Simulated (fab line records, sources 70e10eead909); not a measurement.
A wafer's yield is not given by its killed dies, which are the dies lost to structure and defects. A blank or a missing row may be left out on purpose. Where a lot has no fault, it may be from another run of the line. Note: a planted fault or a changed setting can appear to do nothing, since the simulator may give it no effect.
Which tool is to blame? :: flow nand-harc :: 39 wafers from 13 lots sampled at 5 of the route's 1302 steps

WHAT EACH GAUGE READ, for each wafer
NHARC_END_SORT_01.
lot: L490
measured: day 25 01:17
on: prober-01
killed-at-array: 60 80 61
killed-at-other: 0 0 0
killed-at-periphery: 3 4 2
killed-dies: 63 84 63
killed-open: 1 5 0
killed-short: 2 6 1

lot: L493
measured: day 26 04:05
on: prober-01
killed-at-array: 62 75 65
killed-at-other: 0 0 0
killed-at-periphery: 0 0 4
killed-dies: 62 75 69
killed-open: 2 1 3
killed-short: 2 1 2

lot: L494
measured: day 27 07:38
on: prober-01
killed-at-array: 53 52 63
killed-at-other: 3 1 3
killed-at-periphery: 4 1 2
killed-dies: 60 54 68
killed-open: 7 4 3
killed-short: 6 2 4

lot: L496
measured: day 27 08:28
on: prober-02
killed-at-array: 66 75 67
killed-at-other: 1 2 1
killed-at-periphery: 9 10 3
killed-dies: 76 87 71
killed-open: 3 4 4
killed-short: 1 4 2

lot: L497
measured: day 28 01:08
on: prober-02
killed-at-array: 94 93 104
killed-at-other: 0 0 0
killed-at-periphery: 3 2 5
killed-dies: 97 95 109
killed-open: 4 2 5
killed-short: 2 1 3

lot: L498
measured: day 28 11:05
on: prober-02
killed-at-array: 71 81 73
killed-at-other: 1 0 1
killed-at-periphery: 0 1 1
killed-dies: 72 82 75
killed-open: 4 1 3
killed-short: 2 4 2

lot: L499
measured: day 28 11:56
on: prober-01
killed-at-array: 76 61 56
killed-at-other: 0 0 0
killed-at-periphery: 3 1 2
killed-dies: 79 62 58
killed-open: 2 0 3
killed-short: 0 5 0

lot: L503
measured: day 30 14:42
on: prober-02
killed-at-array: 21 24 131
killed-at-other: 0 1 0
killed-at-periphery: 6 6 3
killed-dies: 27 31 134
killed-open: 3 6 2
killed-short: 2 2 1

lot: L509
measured: day 32 19:13
on: prober-01
killed-at-array: 78 60 72
killed-at-other: 0 0 0
killed-at-periphery: 7 7 6
killed-dies: 85 67 78
killed-open: 3 5 1
killed-short: 5 3 3

lot: L511
measured: day 34 02:20
on: prober-01
killed-at-array: 38 40 39
killed-at-other: 0 2 1
killed-at-periphery: 5 4 1
killed-dies: 43 46 41
killed-open: 1 1 2
killed-short: 4 3 1

EACH LOT AND THE TOOL THAT RAN IT (in order: tool; ch and the chambers of the sampled wafers; start)
lot: L489
NHARC_A_STAIRCASE_DEP_417: pecvd-01 ch 0,1, day 16 21:50
NHARC_THIN_TSV_DEP_47: pecvd-01 ch 0,1,2, day 23 16:09
NHARC_THIN_TSV_PRE_CLEAN_50: pvd-sputter-01, day 23 18:14 or earlier
NHARC_THIN_TSV_ANNEAL_52: rtp-anneal-01 ch 0, day 23 18:14

lot: L490
NHARC_A_STAIRCASE_DEP_417: pecvd-01 ch 0,1,2, day 17 15:53
NHARC_THIN_TSV_DEP_47: pecvd-03 ch 0,1,2, day 24 09:53
NHARC_THIN_TSV_PRE_CLEAN_50: pvd-sputter-03, day 24 12:00 or earlier
NHARC_THIN_TSV_ANNEAL_52: rtp-anneal-02 ch 0, day 24 12:00

lot: L492
NHARC_A_STAIRCASE_DEP_417: pecvd-01 ch 0,1,2, day 18 07:20
NHARC_THIN_TSV_DEP_47: pecvd-04 ch 0,1,2, day 24 15:43
NHARC_THIN_TSV_PRE_CLEAN_50: pvd-sputter-01, day 24 17:48 or earlier
NHARC_THIN_TSV_ANNEAL_52: rtp-anneal-02 ch 0, day 24 17:48

lot: L493
NHARC_A_STAIRCASE_DEP_417: pecvd-02 ch 0,1,2, day 19 00:56
NHARC_THIN_TSV_DEP_47: pecvd-04 ch 0,1,2, day 25 09:14
NHARC_THIN_TSV_PRE_CLEAN_50: pvd-sputter-03, day 25 11:35 or earlier
NHARC_THIN_TSV_ANNEAL_52: rtp-anneal-02 ch 0, day 25 11:35

lot: L494
NHARC_A_STAIRCASE_DEP_417: pecvd-03 ch 1,2, day 19 07:41
NHARC_THIN_TSV_DEP_47: pecvd-01 ch 0,2, day 26 19:35
NHARC_THIN_TSV_PRE_CLEAN_50: pvd-sputter-01, day 26 21:41 or earlier
NHARC_THIN_TSV_ANNEAL_52: rtp-anneal-01 ch 0, day 26 21:41

lot: L496
NHARC_A_STAIRCASE_DEP_417: pecvd-03 ch 0,1,2, day 20 02:08
NHARC_THIN_TSV_DEP_47: pecvd-01 ch 0,1, day 26 18:22
NHARC_THIN_TSV_PRE_CLEAN_50: pvd-sputter-01, day 26 20:31 or earlier
NHARC_THIN_TSV_ANNEAL_52: rtp-anneal-02 ch 0, day 26 20:31

lot: L497
NHARC_A_STAIRCASE_DEP_417: pecvd-03 ch 0,2, day 20 22:51
NHARC_THIN_TSV_DEP_47: pecvd-03 ch 1,2, day 27 10:13
NHARC_THIN_TSV_PRE_CLEAN_50: pvd-sputter-02, day 27 12:17 or earlier
NHARC_THIN_TSV_ANNEAL_52: rtp-anneal-01 ch 0, day 27 12:17

lot: L498
NHARC_A_STAIRCASE_DEP_417: pecvd-02 ch 1,2, day 21 07:44
NHARC_THIN_TSV_DEP_47: pecvd-04 ch 0,2, day 27 21:55
NHARC_THIN_TSV_PRE_CLEAN_50: pvd-sputter-01, day 28 00:11 or earlier
NHARC_THIN_TSV_ANNEAL_52: rtp-anneal-02 ch 0, day 28 00:11

lot: L499
NHARC_A_STAIRCASE_DEP_417: pecvd-01 ch 0,1,2, day 21 09:50
NHARC_THIN_TSV_DEP_47: pecvd-03 ch 0,2, day 27 20:36
NHARC_THIN_TSV_PRE_CLEAN_50: pvd-sputter-01, day 27 22:51 or earlier
NHARC_THIN_TSV_ANNEAL_52: rtp-anneal-01 ch 0, day 27 22:51

lot: L503
NHARC_A_STAIRCASE_DEP_417: pecvd-02 ch 1,2, day 23 03:12
NHARC_THIN_TSV_DEP_47: pecvd-04 ch 0,1,2, day 29 23:48
NHARC_THIN_TSV_PRE_CLEAN_50: pvd-sputter-01, day 30 02:12 or earlier
NHARC_THIN_TSV_ANNEAL_52: rtp-anneal-02 ch 0, day 30 02:12

lot: L509
NHARC_A_STAIRCASE_DEP_417: pecvd-03 ch 1,2, day 25 12:53
NHARC_THIN_TSV_DEP_47: pecvd-04 ch 0,1, day 32 04:27
NHARC_THIN_TSV_PRE_CLEAN_50: pvd-sputter-03, day 32 06:37 or earlier
NHARC_THIN_TSV_ANNEAL_52: rtp-anneal-01 ch 0, day 32 06:37

lot: L511
NHARC_A_STAIRCASE_DEP_417: pecvd-02 ch 0,1,2, day 26 18:38
NHARC_THIN_TSV_DEP_47: pecvd-03 ch 0,1, day 33 09:44
NHARC_THIN_TSV_PRE_CLEAN_50: pvd-sputter-03, day 33 11:52 or earlier
NHARC_THIN_TSV_ANNEAL_52: rtp-anneal-01 ch 0, day 33 11:52

lot: L512
NHARC_A_STAIRCASE_DEP_417: pecvd-01 ch 0,1,2, day 26 23:43
NHARC_THIN_TSV_DEP_47: pecvd-04 ch 0,1,2, day 34 01:23
NHARC_THIN_TSV_PRE_CLEAN_50: pvd-sputter-03, day 34 03:35 or earlier
NHARC_THIN_TSV_ANNEAL_52: rtp-anneal-01 ch 0, day 34 03:35
- NHARC_A_STAIRCASE_DEP_417: deposits Si3N4, target thk 60 nm.
- NHARC_THIN_TSV_DEP_47: deposits SiO2, target thk 200 nm.
- NHARC_THIN_TSV_PRE_CLEAN_50: time 30 s.
- NHARC_THIN_TSV_ANNEAL_52: time 90 s.

AS READ BY THE TOOLS THEMSELVES (means over the sampled wafers that have a number; for cases with no such wafer, the mark the record gives instead)
NHARC_A_STAIRCASE_DEP_417.
lot: L489
tool: pecvd-01
heater-power-w (W): 700

lot: L490
tool: pecvd-01
heater-power-w (W): 627

lot: L492
tool: pecvd-01
heater-power-w (W): 651

lot: L493
tool: pecvd-02
heater-power-w (W): 712

lot: L494
tool: pecvd-03
heater-power-w (W): 726

lot: L496
tool: pecvd-03
heater-power-w (W): 729

lot: L497
tool: pecvd-03
heater-power-w (W): 667

lot: L498
tool: pecvd-02
heater-power-w (W): 649

lot: L499
tool: pecvd-01
heater-power-w (W): 691

lot: L503
tool: pecvd-02
heater-power-w (W): 671

lot: L509
tool: pecvd-03
heater-power-w (W): 662

lot: L511
tool: pecvd-02
heater-power-w (W): 670

lot: L512
tool: pecvd-01
heater-power-w (W): 730

NHARC_THIN_TSV_DEP_47.
lot: L489
tool: pecvd-01
throttle-valve-pct (%): 15.6

lot: L490
tool: pecvd-03
throttle-valve-pct (%): 15.3

lot: L492
tool: pecvd-04
throttle-valve-pct (%): 16.1

lot: L493
tool: pecvd-04
throttle-valve-pct (%): 16.1

lot: L494
tool: pecvd-01
throttle-valve-pct (%): 16.0

lot: L496
tool: pecvd-01
throttle-valve-pct (%): 15.7

lot: L497
tool: pecvd-03
throttle-valve-pct (%): 15.5

lot: L498
tool: pecvd-04
throttle-valve-pct (%): 16.2

lot: L499
tool: pecvd-03
throttle-valve-pct (%): 16.2

lot: L503
tool: pecvd-04
throttle-valve-pct (%): 16.0

lot: L509
tool: pecvd-04
throttle-valve-pct (%): 15.9

lot: L511
tool: pecvd-03
throttle-valve-pct (%): 14.7

lot: L512
tool: pecvd-04
throttle-valve-pct (%): 16.2

NHARC_THIN_TSV_PRE_CLEAN_50.
lot: L489
tool: pvd-sputter-01
heater-power-w (W): 383

lot: L490
tool: pvd-sputter-03
heater-power-w (W): 382

lot: L492
tool: pvd-sputter-01
heater-power-w (W): 394

lot: L493
tool: pvd-sputter-03
heater-power-w (W): 399

lot: L494
tool: pvd-sputter-01
heater-power-w (W): 408

lot: L496
tool: pvd-sputter-01
heater-power-w (W): 370

lot: L497
tool: pvd-sputter-02
heater-power-w (W): 434

lot: L498
tool: pvd-sputter-01
heater-power-w (W): 426

lot: L499
tool: pvd-sputter-01
heater-power-w (W): 407

lot: L503
tool: pvd-sputter-01
heater-power-w (W): 393

lot: L509
tool: pvd-sputter-03
heater-power-w (W): 405

lot: L511
tool: pvd-sputter-03
heater-power-w (W): 373

lot: L512
tool: pvd-sputter-03
heater-power-w (W): 388

NHARC_THIN_TSV_ANNEAL_52.
lot: L489
tool: rtp-anneal-01
wafer_temp_C_max: 226.4

lot: L490
tool: rtp-anneal-02
wafer_temp_C_max: 226.0

lot: L492
tool: rtp-anneal-02
wafer_temp_C_max: 225.8

lot: L493
tool: rtp-anneal-02
wafer_temp_C_max: 226.2

lot: L494
tool: rtp-anneal-01
wafer_temp_C_max: 226.8

lot: L496
tool: rtp-anneal-02
wafer_temp_C_max: 226.2

lot: L497
tool: rtp-anneal-01
wafer_temp_C_max: 226.7

lot: L498
tool: rtp-anneal-02
wafer_temp_C_max: 225.9

lot: L499
tool: rtp-anneal-01
wafer_temp_C_max: 226.7

lot: L503
tool: rtp-anneal-02
wafer_temp_C_max: 225.9

lot: L509
tool: rtp-anneal-01
wafer_temp_C_max: 226.4

lot: L511
tool: rtp-anneal-01
wafer_temp_C_max: 226.5

lot: L512
tool: rtp-anneal-01
wafer_temp_C_max: 226.6

THE ANSWER, worked out from the rows above alone
Rule: the usual values come from the lots themselves. Put in order of their means at a reading, lots are off if they are a third of the lots or fewer, leave a main group of 4 or more, and stand apart from it by a gap of 3 or more times the standard deviation of the main group's means; of several such gaps the widest counts. A main group whose means are all the same, to the digits that the tables above print for the reading, isn't used. Also off: a lot with no number at a reading for which 4 or more lots have one. The other lots that the step has rows for count as sound. Order of review: gauges by route order, followed by the tools' own readings, for which a lot's mean as printed above is used. The first step at which some lot is off is used, and at that step the reading that is off furthest; a lot without a number counts as furthest.
Across all readings shown, no lot is off: no conclusion can be drawn from this.

WHAT HAD BEEN PUT IN BY THE SIMULATOR
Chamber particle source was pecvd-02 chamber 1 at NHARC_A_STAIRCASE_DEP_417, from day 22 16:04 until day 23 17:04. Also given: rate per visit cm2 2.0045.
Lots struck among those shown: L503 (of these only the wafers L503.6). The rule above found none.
